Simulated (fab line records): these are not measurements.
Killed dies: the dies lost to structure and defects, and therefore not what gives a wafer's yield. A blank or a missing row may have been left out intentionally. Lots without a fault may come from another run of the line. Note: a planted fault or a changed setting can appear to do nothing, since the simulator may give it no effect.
fab line records + flow n5-finfet
record
- lots=6
- wafers=17
- last-day=18
route steps=1938 shown BEOL_M2@869 BEOL_M4@1111 PASSIVATION@1936
lots that met no fault: from a run of the same line without faults
start-h: hours from the record's opening day to when the first of the lot's shown wafers began + wait-h: hours since the lot's step before + " same as the row above + L1.1+2: a row that stands for several wafers + - no value, or no start given + * or withheld: withheld + < > ~ a bound
route shown NAME@n: names a module that has steps shown in the file, with the first one's number in the route + usual: the fault-free wafers' mean and standard deviation + same: alike in all rows + chamber/n: place in a boat + sites: each site's reading + _std_site: standard deviation across them + _edge_site: outer sites' mean less inner sites' + radius-mm: how far each site lies from the wafer's centre + mask NAME#n: copy n + behind: the most recent tool/chamber to have shaped the wafer + hold: why the lot went on hold/how many hours it stayed there/how the hold came to an end + device: names the non-switching transistor (n, p or np) + end of line: tests of these same wafers at the route's end + a step given without rows: its recipe and nothing more + killed: the dies lost at the first sort to structure and to defects; this is not the yield of the wafer + map: a wafer's dies, x killed, . not, _ none there
set.NAME: the setting the step ran with; set.NAME@STEP: the setting that earlier step ran with + model.NAME: the simulator's own value behind a step, which no gauge read
lots at selected steps of the route; one table per step, one row per wafer
services: when a tool's chamber went out of use (start-h, in hours from the record's first day, below 0 if earlier), for how many hours, and the reason
## steps
# step N5_BEOL_M2_COAT_76
# recipe
- resist=underlayer
- temp-c=205
- time-s=60
- spin-rpm=1500
- resist-thk-nm=5
# step N5_BEOL_M2_COAT_22
# recipe
- resist=CAR-EUV
- spin-rpm=1500
- resist-thk-nm=30
# step N5_BEOL_M2_EBR_24
# recipe
- solvent=PGMEA
- ebr-width-mm=1.5
# step N5_BEOL_M2_SOFTBAKE_23
# recipe
- temp-c=110
- time-s=60
- resist=CAR-EUV
# step N5_BEOL_M2_EXPOSE_25
# recipe
- mask-id=V1
- na=0.33
- source-shape=quasar
- sigma-inner=0.2
- sigma-outer=0.8
- polarization=unpolarized
- defocus-nm=5
- dose-mj=63
# step N5_BEOL_M2_PEB_26
# recipe
- peb-temp-c=100
- peb-time-s=60
- resist=CAR-EUV
# step N5_BEOL_M2_DEVELOP_27
# recipe
- develop-time-s=30
- developer=TMAH
- resist=CAR-EUV
- rinse-liquid=surfactant-rinse
- dry=air-spin
- dev-temp-c=23
# step N5_BEOL_M2_CD_MEAS_28
# recipe
- target-cd-nm=26.2
- landing-energy-ev=500
- detector=se-inlens
- target-cd-y-nm=24.1
- polarity=opening
# usual
- cd-nm=26.24/0.24
| lot.wafer | tool      | chamber | start-h | wait-h | cd-nm |
|-----------|-----------|---------|---------|--------|-------|
| L410.2    | cd-sem-02 | 0       | 136.39  | -      | 26.49 |
| L410.3    | "         | 0       | "       | "      | 26.18 |
| L410.5    | "         | 0       | "       | "      | 26.47 |
| L419.2    | cd-sem-01 | 0       | 191.01  | -      | 26.45 |
| L419.3    | "         | 0       | "       | "      | 26.25 |
| L419.5    | "         | 0       | "       | "      | 26.46 |
| L423.2    | cd-sem-02 | 0       | 220.56  | -      | 26.13 |
| L423.3    | "         | 0       | "       | "      | 26.40 |
| L427.1    | cd-sem-03 | 0       | 243.38  | -      | 26.50 |
| L427.5    | "         | 0       | "       | "      | 26.29 |
| L427.6    | "         | 0       | "       | "      | 26.77 |
| L430.1    | cd-sem-02 | 0       | 266.52  | -      | 26.21 |
| L430.3    | "         | 0       | "       | "      | 26.20 |
| L430.6    | "         | 0       | "       | "      | 25.93 |
| L432.1    | cd-sem-01 | 0       | 285.17  | -      | 26.10 |
| L432.3    | "         | 0       | "       | "      | 25.92 |
| L432.5    | "         | 0       | "       | "      | 26.57 |
# step N5_BEOL_M2_OVL_MEAS_29
# recipe
- points-per-wafer=522
# usual
- V1_OVL=-0.3/0.7
| lot.wafer | tool       | chamber | start-h | wait-h | V1_OVL[nm] |
|-----------|------------|---------|---------|--------|------------|
| L410.2    | overlay-02 | 0       | 136.42  | 0.0    | -1.0       |
| L410.3    | "          | 0       | "       | "      | 0.4        |
| L410.5    | "          | 0       | "       | "      | 0.1        |
| L419.2    | overlay-01 | 0       | 191.05  | 0.0    | -0.7       |
| L419.3    | "          | 0       | "       | "      | 1.6        |
| L419.5    | "          | 0       | "       | "      | 0.5        |
| L423.2    | overlay-01 | 0       | 220.60  | 0.0    | -0.8       |
| L423.3    | "          | 0       | "       | "      | 0.2        |
| L427.1    | overlay-02 | 0       | 243.41  | 0.0    | -0.4       |
| L427.5    | "          | 0       | "       | "      | -0.4       |
| L427.6    | "          | 0       | "       | "      | -0.8       |
| L430.1    | overlay-02 | 0       | 266.55  | 0.0    | 0.8        |
| L430.3    | "          | 0       | "       | "      | 0.7        |
| L430.6    | "          | 0       | "       | "      | -0.3       |
| L432.1    | overlay-02 | 0       | 285.20  | 0.0    | -1.4       |
| L432.3    | "          | 0       | "       | "      | -1.2       |
| L432.5    | "          | 0       | "       | "      | -0.8       |
# step N5_BEOL_M2_INSPECT_30
# recipe
- mode=adi
- inspect-instrument=brightfield
# usual
- raw-defect-count=396/82
| lot.wafer | tool              | chamber | start-h | wait-h | raw-defect-count |
|-----------|-------------------|---------|---------|--------|------------------|
| L410.2    | defect-inspect-02 | -       | 136.48  | 0.0    | 364              |
| L410.3    | "                 | -       | "       | "      | 337              |
| L410.5    | "                 | -       | "       | "      | 359              |
| L419.2    | defect-inspect-01 | -       | 191.10  | 0.0    | 402              |
| L419.3    | "                 | -       | "       | "      | 377              |
| L419.5    | "                 | -       | "       | "      | 454              |
| L423.2    | defect-inspect-02 | -       | 220.65  | 0.0    | 363              |
| L423.3    | "                 | -       | "       | "      | 594              |
| L427.1    | defect-inspect-02 | -       | 243.47  | 0.1    | 292              |
| L427.5    | "                 | -       | "       | "      | 361              |
| L427.6    | "                 | -       | "       | "      | 421              |
| L430.1    | defect-inspect-02 | -       | 266.61  | 0.1    | 490              |
| L430.3    | "                 | -       | "       | "      | 364              |
| L430.6    | "                 | -       | "       | "      | 453              |
| L432.1    | defect-inspect-02 | -       | 285.26  | 0.1    | 437              |
| L432.3    | "                 | -       | "       | "      | 370              |
| L432.5    | "                 | -       | "       | "      | 402              |
# step N5_BEOL_M2_DESCUM_33
# recipe
- chemistry=O2
- time-s=7
- source-power-w=50
- bias-power-w=20
- pressure-mtorr=20
- rf-frequency-hz=2.712e+07
- temp-c=40
- resist=CAR-EUV
- o2-flow-sccm=225
# usual
- drypump-motor-current-A=5.6/0.53
- oes-product-au=0.83/0.089
- rf-vpp-V=243.6/1.5
- showerhead-plenum-p-Torr=2.12/0.089
- throttle-valve-pct=20.37/0.19
| lot.wafer | tool        | chamber | start-h | wait-h | drypump-motor-current-A | oes-product-au | rf-hours-counter-h | rf-vpp-V | showerhead-plenum-p-Torr | throttle-valve-pct |
|-----------|-------------|---------|---------|--------|-------------------------|----------------|--------------------|----------|--------------------------|--------------------|
| L410.2    | rie-diel-04 | 1       | 136.85  | 0.4    | 5.0                     | 0.94           | 7                  | 247.0    | 2.23                     | 20.08              |
| L410.3    | "           | 2       | "       | "      | 6.1                     | 0.83           | 77                 | 244.4    | 2.13                     | 20.24              |
| L410.5    | "           | 3       | "       | "      | 6.0                     | 0.69           | -                  | 241.8    | 1.97                     | 20.62              |
| L419.2    | rie-diel-04 | 2       | 191.14  | 0.0    | 6.1                     | 0.81           | 95                 | 242.9    | 2.12                     | 20.29              |
| L419.3    | "           | 0       | "       | "      | 5.3                     | 0.88           | 42                 | 242.4    | 2.04                     | 20.29              |
| L419.5    | "           | 2       | "       | "      | 6.1                     | 0.81           | -                  | 243.2    | 2.12                     | 20.26              |
| L423.2    | rie-diel-04 | 2       | 220.68  | 0.0    | 6.1                     | 0.79           | 106                | 243.5    | 2.12                     | 20.28              |
| L423.3    | "           | 0       | "       | "      | 5.4                     | 0.86           | 54                 | 240.7    | 2.04                     | 20.32              |
| L427.1    | rie-diel-04 | 1       | 243.51  | 0.0    | 5.1                     | 0.85           | 46                 | 244.9    | 2.22                     | 20.14              |
| L427.5    | "           | 0       | "       | "      | 5.3                     | 0.85           | -                  | 242.0    | 2.03                     | 20.31              |
| L427.6    | "           | 1       | "       | "      | 5.1                     | 0.85           | -                  | 245.6    | 2.22                     | 20.13              |
| L430.1    | rie-diel-03 | 0       | 266.64  | 0.0    | 5.5                     | 0.92           | 31                 | 242.1    | 2.04                     | 20.10              |
| L430.3    | "           | 3       | "       | "      | 4.8                     | 0.69           | 232                | 245.2    | 2.15                     | 20.77              |
| L430.6    | "           | 2       | "       | "      | 5.3                     | 0.71           | -                  | 241.1    | 1.97                     | 20.53              |
| L432.1    | rie-diel-03 | 1       | 285.29  | 0.0    | 6.5                     | 0.83           | 98                 | 245.3    | 2.20                     | 20.42              |
| L432.3    | "           | 2       | "       | "      | 5.3                     | 0.70           | 241                | 241.2    | 1.97                     | 20.55              |
| L432.5    | "           | 3       | "       | "      | 4.8                     | 0.70           | -                  | 244.4    | 2.15                     | 20.80              |
# step N5_BEOL_M2_ETCH_77
# recipe
- chemistry=N2/H2
- target=underlayer
- target-depth-a=65
- mask-material=CAR-EUV
- time-s=5.2
- ion-energy-ev=200
- pressure-mtorr=30
- source-w=840
- bias-w=150
- n2-flow-sccm=200
- h2-flow-sccm=200
- ends=cleared
# usual
- drypump-motor-current-A=5.6/0.53
- etch-rf-on-time-s=5.15/0.067
- oes-product-au=0.70/0.076
- rf-vpp-V=525/3.3
- showerhead-plenum-p-Torr=2.58/0.11
- throttle-valve-pct=17.81/0.23
| lot.wafer | tool        | chamber | start-h | wait-h | drypump-motor-current-A | etch-rf-on-time-s | oes-product-au | rf-hours-counter-h | rf-vpp-V | showerhead-plenum-p-Torr | throttle-valve-pct |
|-----------|-------------|---------|---------|--------|-------------------------|-------------------|----------------|--------------------|----------|--------------------------|--------------------|
| L410.2    | rie-diel-04 | 1       | 136.88  | 0.0    | 5.1                     | 5.18              | 0.80           | 7                  | 530      | 2.72                     | 17.58              |
| L410.3    | "           | 2       | "       | "      | 6.1                     | 5.13              | 0.70           | 77                 | 526      | 2.57                     | 17.59              |
| L410.5    | "           | 3       | "       | "      | 6.1                     | 5.34              | 0.58           | -                  | 519      | 2.40                     | 18.11              |
| L419.2    | rie-diel-04 | 2       | 191.17  | 0.0    | 6.1                     | 5.11              | 0.68           | 95                 | 524      | 2.56                     | 17.59              |
| L419.3    | "           | 0       | "       | "      | 5.4                     | 5.14              | 0.75           | 42                 | 523      | 2.49                     | 17.74              |
| L419.5    | "           | 2       | "       | "      | 6.1                     | 5.13              | 0.67           | -                  | 524      | 2.56                     | 17.60              |
| L423.2    | rie-diel-04 | 2       | 220.72  | 0.0    | 6.1                     | 5.10              | 0.67           | 106                | 520      | 2.55                     | 17.63              |
| L423.3    | "           | 0       | "       | "      | 5.3                     | 5.26              | 0.73           | 54                 | 523      | 2.48                     | 17.76              |
| L427.1    | rie-diel-04 | 1       | 243.54  | 0.0    | 5.0                     | 5.22              | 0.73           | 46                 | 528      | 2.70                     | 17.71              |
| L427.5    | "           | 0       | "       | "      | 5.4                     | 5.27              | 0.73           | -                  | 523      | 2.48                     | 17.74              |
| L427.6    | "           | 1       | "       | "      | 5.0                     | 5.21              | 0.72           | -                  | 530      | 2.70                     | 17.67              |
| L430.1    | rie-diel-03 | 0       | 266.68  | 0.0    | 5.5                     | 5.08              | 0.79           | 31                 | 522      | 2.48                     | 17.45              |
| L430.3    | "           | 3       | "       | "      | 4.9                     | 5.20              | 0.60           | 232                | 527      | 2.61                     | 18.26              |
| L430.6    | "           | 2       | "       | "      | 5.3                     | 5.21              | 0.60           | -                  | 521      | 2.41                     | 18.12              |
| L432.1    | rie-diel-03 | 1       | 285.33  | 0.0    | 6.5                     | 5.11              | 0.70           | 98                 | 528      | 2.68                     | 17.94              |
| L432.3    | "           | 2       | "       | "      | 5.3                     | 5.19              | 0.59           | 241                | 522      | 2.41                     | 18.13              |
| L432.5    | "           | 3       | "       | "      | 4.9                     | 5.20              | 0.60           | -                  | 525      | 2.61                     | 18.26              |
# step N5_BEOL_M2_ETCH_69
# recipe
- chemistry=CF4
- target=SiARC
- target-depth-a=156
- mask-material=CAR-EUV
- time-s=26
- ion-energy-ev=80
- pressure-mtorr=40
- source-w=545
- bias-w=36
- Ar_flow_sccm=100
- cf4-flow-sccm=100
- ends=cleared
# usual
- cf4-flow-sccm=100.0/0.31
- drypump-motor-current-A=5.6/0.53
- etch-rf-on-time-s=25.8/0.36
- oes-product-au=0.71/0.075
- rf-vpp-V=184.4/1.3
- showerhead-plenum-p-Torr=2.17/0.083
- throttle-valve-pct=15.55/0.22
| lot.wafer | tool        | chamber | start-h | wait-h | cf4-flow-sccm | drypump-motor-current-A | etch-rf-on-time-s | oes-product-au | rf-hours-counter-h | rf-vpp-V | showerhead-plenum-p-Torr | throttle-valve-pct |
|-----------|-------------|---------|---------|--------|---------------|-------------------------|-------------------|----------------|--------------------|----------|--------------------------|--------------------|
| L410.2    | rie-diel-04 | 1       | 136.90  | 0.0    | 100.1         | 5.0                     | 26.0              | 0.79           | 7                  | 185.4    | 2.27                     | 15.17              |
| L410.3    | "           | 2       | "       | "      | 100.3         | 6.1                     | 26.0              | 0.70           | 77                 | 184.6    | 2.16                     | 15.36              |
| L410.5    | "           | 3       | "       | "      | 99.6          | 6.0                     | 26.7              | 0.59           | -                  | 182.1    | 2.03                     | 15.95              |
| L419.2    | rie-diel-04 | 2       | 191.19  | 0.0    | 100.5         | 6.1                     | 25.8              | 0.68           | 95                 | 186.3    | 2.16                     | 15.39              |
| L419.3    | "           | 0       | "       | "      | 100.0         | 5.3                     | 26.2              | 0.75           | 42                 | 181.5    | 2.10                     | 15.44              |
| L419.5    | "           | 2       | "       | "      | 99.8          | 6.1                     | 25.6              | 0.68           | -                  | 184.5    | 2.16                     | 15.37              |
| L423.2    | rie-diel-04 | 2       | 220.73  | 0.0    | 100.2         | 6.1                     | 35.7              | 0.57           | 106                | 183.9    | 2.15                     | 15.41              |
| L423.3    | "           | 0       | "       | "      | 100.0         | 5.3                     | 26.5              | 0.73           | 54                 | 184.6    | 2.09                     | 15.47              |
| L427.1    | rie-diel-04 | 1       | 243.56  | 0.0    | 99.6          | 5.0                     | 26.1              | 0.72           | 46                 | 184.9    | 2.26                     | 15.25              |
| L427.5    | "           | 0       | "       | "      | 99.5          | 5.3                     | 36.8              | 0.61           | -                  | 182.7    | 2.09                     | 15.49              |
| L427.6    | "           | 1       | "       | "      | 99.6          | 5.0                     | 26.1              | 0.72           | -                  | 185.3    | 2.26                     | 15.26              |
| L430.1    | rie-diel-03 | 0       | 266.69  | 0.0    | 100.1         | 5.5                     | 25.1              | 0.79           | 31                 | 183.3    | 2.10                     | 15.30              |
| L430.3    | "           | 3       | "       | "      | 100.2         | 4.8                     | 25.8              | 0.60           | 232                | 184.0    | 2.20                     | 15.96              |
| L430.6    | "           | 2       | "       | "      | 100.2         | 5.3                     | 25.8              | 0.60           | -                  | 182.0    | 2.03                     | 15.82              |
| L432.1    | rie-diel-03 | 1       | 285.35  | 0.0    | 100.1         | 6.5                     | 25.3              | 0.70           | 98                 | 185.3    | 2.24                     | 15.58              |
| L432.3    | "           | 2       | "       | "      | 100.5         | 5.3                     | 25.9              | 0.60           | 241                | 182.8    | 2.03                     | 15.84              |
| L432.5    | "           | 3       | "       | "      | 99.5          | 4.8                     | 25.9              | 0.60           | -                  | 184.8    | 2.20                     | 15.98              |
# step N5_BEOL_M2_ALD_98
# recipe
- material=SiO2
- target-thk-a=25
- temp-c=100
- ald-precursor-family=BDEAS
- ald-co-reactant=O2-plasma
- pulse-time-s=1
- co-reactant-pulse-time-s=1
- purge-time-s=2
- co-reactant-purge-time-s=2
- ald-cycles=17
- pressure-torr=2
# usual
- heater-power-outer-w=39/3.9
- heater-power-w=76/6.4
- precursor-pulse-height-rel=0.998/0.017
# same
- pulse-time-s=1
| lot.wafer | tool       | chamber | start-h | wait-h | heater-power-outer-w | heater-power-w | precursor-pulse-height-rel | since-wet-clean-h |
|-----------|------------|---------|---------|--------|----------------------|----------------|----------------------------|-------------------|
| L410.2    | ald-sin-04 | 1       | 137.25  | 0.3    | 44                   | 84             | 0.997                      | 129               |
| L410.3    | "          | 0       | "       | "      | 32                   | 67             | 1.004                      | 129               |
| L410.5    | "          | 0       | "       | "      | 31                   | 67             | 1.020                      | -                 |
| L419.2    | ald-sin-03 | 1       | 191.51  | 0.3    | 39                   | 71             | 1.018                      | 92                |
| L419.3    | "          | 2       | "       | "      | 47                   | 88             | 0.981                      | 92                |
| L419.5    | "          | 3       | "       | "      | 37                   | 71             | 0.990                      | -                 |
| L423.2    | ald-sin-02 | 0       | 220.89  | 0.1    | 33                   | 67             | 0.986                      | 29                |
| L423.3    | "          | 2       | "       | "      | 38                   | 74             | 1.004                      | 29                |
| L427.1    | ald-sin-02 | 2       | 243.64  | 0.1    | 38                   | 74             | 0.992                      | 52                |
| L427.5    | "          | 2       | "       | "      | 37                   | 73             | 0.999                      | -                 |
| L427.6    | "          | 3       | "       | "      | 38                   | 73             | 0.976                      | -                 |
| L430.1    | ald-sin-04 | 0       | 266.99  | 0.3    | 31                   | 66             | 0.989                      | 259               |
| L430.3    | "          | 2       | "       | "      | 44                   | 79             | 0.975                      | 259               |
| L430.6    | "          | 1       | "       | "      | 45                   | 86             | 0.981                      | -                 |
| L432.1    | ald-sin-02 | 1       | 285.43  | 0.1    | 37                   | 73             | 1.006                      | 94                |
| L432.3    | "          | 2       | "       | "      | 38                   | 74             | 0.972                      | 94                |
| L432.5    | "          | 3       | "       | "      | 37                   | 72             | 0.977                      | -                 |
# step N5_BEOL_M4_RC_MEAS_101
# usual
- DIBL_N=36.6/1.1
- DIBL_P=36.8/1.6
- IOFF_N=0.169/0.024
- IOFF_P=0.206/0.028
- ION_N=679/9.2
- ION_P=462/7
- SS_N=71.6/0.57
- SS_P=73.3/0.57
- VT_N=248.8/2.4
- VT_P=-251/3
| lot.wafer | tool      | chamber | start-h | wait-h | DIBL_N[mV/V] | DIBL_P[mV/V] | IOFF_N[nA/um] | IOFF_P[nA/um] | ION_N[uA/um] | ION_P[uA/um] | SS_N[mV/dec] | SS_P[mV/dec] | VT_N[mV] | VT_P[mV] |
|-----------|-----------|---------|---------|--------|--------------|--------------|---------------|---------------|--------------|--------------|--------------|--------------|----------|----------|
| L410.2    | prober-02 | 0       | 193.41  | 0.2    | 35.8         | 34.9         | 0.150         | 0.161         | 666          | 450          | 71.3         | 72.3         | 251.0    | -257     |
| L410.3    | "         | 0       | "       | "      | 36.1         | 34.4         | 0.140         | 0.152         | 663          | 448          | 70.9         | 72.8         | 253.1    | -256     |
| L410.5    | "         | 0       | "       | "      | 37.1         | 36.4         | 0.168         | 0.188         | 675          | 455          | 71.0         | 73.4         | 249.0    | -252     |
| L419.2    | prober-01 | 0       | 245.39  | 0.2    | 37.3         | 36.2         | 0.168         | 0.235         | 685          | 470          | 71.2         | 73.1         | 245.6    | -248     |
| L419.3    | "         | 0       | "       | "      | 37.0         | 35.7         | 0.156         | 0.223         | 683          | 477          | 71.5         | 72.9         | 247.1    | -249     |
| L419.5    | "         | 0       | "       | "      | 36.1         | 34.9         | 0.150         | 0.222         | 689          | 471          | 71.3         | 72.8         | 248.8    | -247     |
| L423.2    | prober-01 | 0       | 270.63  | 0.2    | 36.3         | 35.8         | 0.152         | 0.192         | 689          | 464          | 71.9         | 72.9         | 250.7    | -253     |
| L423.3    | "         | 0       | "       | "      | 38.7         | 38.0         | 0.191         | 0.231         | 687          | 460          | 71.5         | 73.6         | 246.8    | -249     |
| L427.1    | prober-02 | 0       | 299.70  | 0.0    | 35.9         | 35.0         | 0.155         | 0.153         | 684          | 452          | 71.2         | 73.8         | 250.7    | -258     |
| L427.5    | "         | 0       | "       | "      | 36.9         | 36.4         | 0.164         | 0.167         | 680          | 448          | 72.1         | 73.6         | 250.2    | -260     |
| L427.6    | "         | 0       | "       | "      | 37.3         | 37.0         | 0.183         | 0.181         | 683          | 455          | 71.7         | 73.0         | 248.9    | -257     |
| L430.1    | prober-02 | 0       | 316.46  | 0.0    | 36.1         | 37.7         | 0.166         | 0.222         | 677          | 468          | 72.3         | 73.6         | 247.9    | -248     |
| L430.3    | "         | 0       | "       | "      | 37.3         | 39.7         | 0.203         | 0.260         | 688          | 474          | 72.5         | 73.6         | 246.2    | -248     |
| L430.6    | "         | 0       | "       | "      | 35.8         | 37.5         | 0.171         | 0.219         | 680          | 468          | 71.8         | 73.1         | 249.5    | -252     |
| L432.1    | prober-02 | 0       | 345.10  | 0.0    | 35.6         | 35.8         | 0.133         | 0.178         | 673          | 458          | 70.6         | 73.8         | 252.9    | -253     |
| L432.3    | "         | 0       | "       | "      | 38.3         | 38.3         | 0.183         | 0.217         | 687          | 464          | 72.0         | 73.6         | 245.2    | -253     |
| L432.5    | "         | 0       | "       | "      | 37.6         | 38.9         | 0.179         | 0.229         | 691          | 473          | 71.5         | 73.2         | 246.8    | -250     |
# step N5_PASSIVATION_PROBE_49
# usual
- defect-limited-yield=91.1/1.5
- killed_at_M0_to_M3=36/11
- killed_at_M4_up=14/5.6
- killed-at-contacts=11/5.6
- killed-at-front-end=40/12
- killed-at-other=4/3.2
- killed-dies=105/17
- killed-open=69/12
- killed-short=34/8.4
- sort_bin_5_function=5.2/0.95
- sort_bin_6_memory=3.3/0.63
- sort_bin_8_speed=0.00/0.007
- sort-n-pass=1075/17
- sort-yield-pct=91.1/1.5
# same
- gross-dies=1180
- killed-at-back-side=0
- sort_bin_4_leakage[%]=0
| lot.wafer | tool      | chamber | start-h | wait-h | defect-limited-yield[%] | killed_at_M0_to_M3 | killed_at_M4_up | killed-at-contacts | killed-at-front-end | killed-at-other | killed-dies | killed-open | killed-short | sort_bin_5_function[%] | sort_bin_6_memory[%] | sort_bin_8_speed[%] | sort-n-pass | sort-yield-pct[%] |
|-----------|-----------|---------|---------|--------|-------------------------|--------------------|-----------------|--------------------|---------------------|-----------------|-------------|-------------|--------------|------------------------|----------------------|---------------------|-------------|-------------------|
| L419.2    | prober-02 | -       | 357.46  | 0.1    | 92.2                    | 31                 | 10              | 9                  | 41                  | 1               | 92          | 53          | 37           | 4.0                    | 3.6                  | 0                   | 1088        | 92.2              |
| L419.3    | prober-02 | -       | 357.51  | 0.1    | 89.7                    | 48                 | 11              | 7                  | 55                  | 1               | 122         | 69          | 43           | 5.8                    | 3.6                  | 0                   | 1058        | 89.7              |
| L419.5    | prober-02 | -       | 357.61  | 0.2    | 91.4                    | 31                 | 11              | 13                 | 41                  | 6               | 102         | 72          | 24           | 4.9                    | 2.9                  | 0                   | 1078        | 91.4              |
| L427.1    | prober-01 | -       | 414.45  | 0.0    | 90.3                    | 42                 | 23              | 12                 | 30                  | 7               | 114         | 78          | 35           | 5.9                    | 3.3                  | 0                   | 1066        | 90.3              |
| L427.5    | prober-01 | -       | 414.65  | 0.2    | 91.5                    | 37                 | 15              | 12                 | 35                  | 1               | 100         | 65          | 29           | 5.1                    | 2.8                  | 0                   | 1080        | 91.5              |
| L427.6    | prober-01 | -       | 414.70  | 0.3    | 90.9                    | 29                 | 21              | 19                 | 35                  | 3               | 107         | 74          | 31           | 5.6                    | 3.1                  | 0                   | 1073        | 90.9              |
# killed by level:class
L419.2 FIN_SAQP:geometric-particle:short=10 FIN_SAQP:geometric-particle:open=10 BEOL_M0_SAQP:geometric-particle:open=8 DUMMY_GATE:geometric-particle:open=6 MOL_CONTACT_COAG:geometric-particle:open=5 BEOL_M0_SAQP:geometric-particle:short=5 BEOL_M1:geometric-particle:open=5 BEOL_M2:geometric-particle:open=5
L419.3 BEOL_M3:geometric-particle:open=16 BEOL_M0_SAQP:geometric-particle:short=11 FIN_SAQP:geometric-particle:short=9 HKMG_FIN:area-etch=9 FIN_SAQP:geometric-particle:open=7 BEOL_M0_SAQP:geometric-particle:open=7 GATE_CUT:geometric-particle:short=6 MOL_CONTACT_COAG:geometric-particle:open=6
L419.5 FIN_SAQP:geometric-particle:open=10 STI_FIN_REVEAL:geometric-particle:open=10 MOL_CONTACT_COAG:geometric-particle:open=10 BEOL_M0_SAQP:geometric-particle:short=8 BEOL_M0_SAQP:geometric-particle:open=8 BEOL_M4:geometric-particle:open=7 BEOL_M1:geometric-particle:open=6 HKMG_FIN:area-etch=5
L427.1 BEOL_M4:geometric-particle:open=12 MOL_CONTACT_COAG:geometric-particle:open=11 BEOL_M0_SAQP:geometric-particle:open=11 BEOL_M0_SAQP:geometric-particle:short=10 FIN_SAQP:geometric-particle:open=9 FIN_SAQP:geometric-particle:short=8 BEOL_M3:geometric-particle:open=6 BEOL_M1:geometric-particle:open=5
L427.5 BEOL_M0_SAQP:geometric-particle:open=12 BEOL_M0_SAQP:geometric-particle:short=12 STI_FIN_REVEAL:geometric-particle:open=9 MOL_CONTACT_COAG:geometric-particle:open=9 DUMMY_GATE:geometric-particle:open=7 BEOL_M1:geometric-particle:open=5 BEOL_M2:geometric-particle:open=4 BEOL_M4:geometric-particle:open=4
L427.6 MOL_CONTACT_COAG:geometric-particle:open=14 BEOL_M4:geometric-particle:open=14 FIN_SAQP:geometric-particle:open=10 BEOL_M0_SAQP:geometric-particle:open=7 MOL_CONTACT_COAG:geometric-particle:short=5 BEOL_M0_SAQP:geometric-particle:short=5 DUMMY_GATE:geometric-particle:open=4 BEOL_M1:geometric-particle:open=4
## services
| tool        | chamber | start-h | hours | kind                          |
|-------------|---------|---------|-------|-------------------------------|
| ald-sin-03  | 1       | 127.01  | 11.4  | repair                        |
| rie-diel-04 | 3       | 138.33  | 9.4   | repair                        |
| rie-diel-03 | 0       | 165.44  | -     | clean                         |
| rie-diel-03 | 0       | 165.44  | -     | consumable-replace:focus-ring |
| rie-diel-03 | 0       | 165.44  | 20.8  | scheduled-down                |
| rie-diel-03 | 0       | 165.44  | 20.8  | vent-cycle                    |
| ald-sin-02  | -       | 177.90  | 14.0  | pm                            |
| ald-sin-02  | 0       | 177.90  | 14.0  | vent-cycle                    |
| ald-sin-02  | 1       | 177.90  | 14.0  | vent-cycle                    |
| ald-sin-02  | 2       | 177.90  | 14.0  | vent-cycle                    |
| ald-sin-02  | 3       | 177.90  | 14.0  | vent-cycle                    |
| rie-diel-04 | 3       | 182.81  | -     | clean                         |
| rie-diel-04 | 3       | 182.81  | -     | consumable-replace:focus-ring |
| rie-diel-04 | 3       | 182.81  | -     | consumable-replace:showerhead |
| rie-diel-04 | 3       | 182.81  | 17.6  | scheduled-down                |
| rie-diel-04 | 3       | 182.81  | 17.6  | vent-cycle                    |
| ald-sin-02  | 0       | 191.90  | -     | clean                         |
| ald-sin-02  | 1       | 191.90  | -     | clean                         |
| ald-sin-02  | 2       | 191.90  | -     | clean                         |
| ald-sin-02  | 3       | 191.90  | -     | clean                         |
| ald-sin-03  | 3       | 230.62  | 14.3  | repair                        |
| ald-sin-03  | 2       | 232.83  | 15.8  | repair                        |
| ald-sin-02  | -       | 247.15  | 6.1   | pm                            |
| ald-sin-03  | 0       | 258.75  | 3.6   | repair                        |
## key
first-sign
- step=N5_BEOL_M2_ETCH_69
- reading=etch-rf-on-time-s
- direction=up
- sigmas=29
- usual=*
- struck=*
effect none on later readings
met-at N5_BEOL_M2_ETCH_69
struck-wafers L423.2,L427.5
onset-between 191.19 220.73
fault
- kind=process-parameter-drift
- tool=rie-diel-04
- chamber=-
- onset-h=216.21
- steps=N5_BEOL_M2_ETCH_69
- channel=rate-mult
- offset=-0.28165
- shape=step
- end-h=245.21
- scope=struck-wafers-only
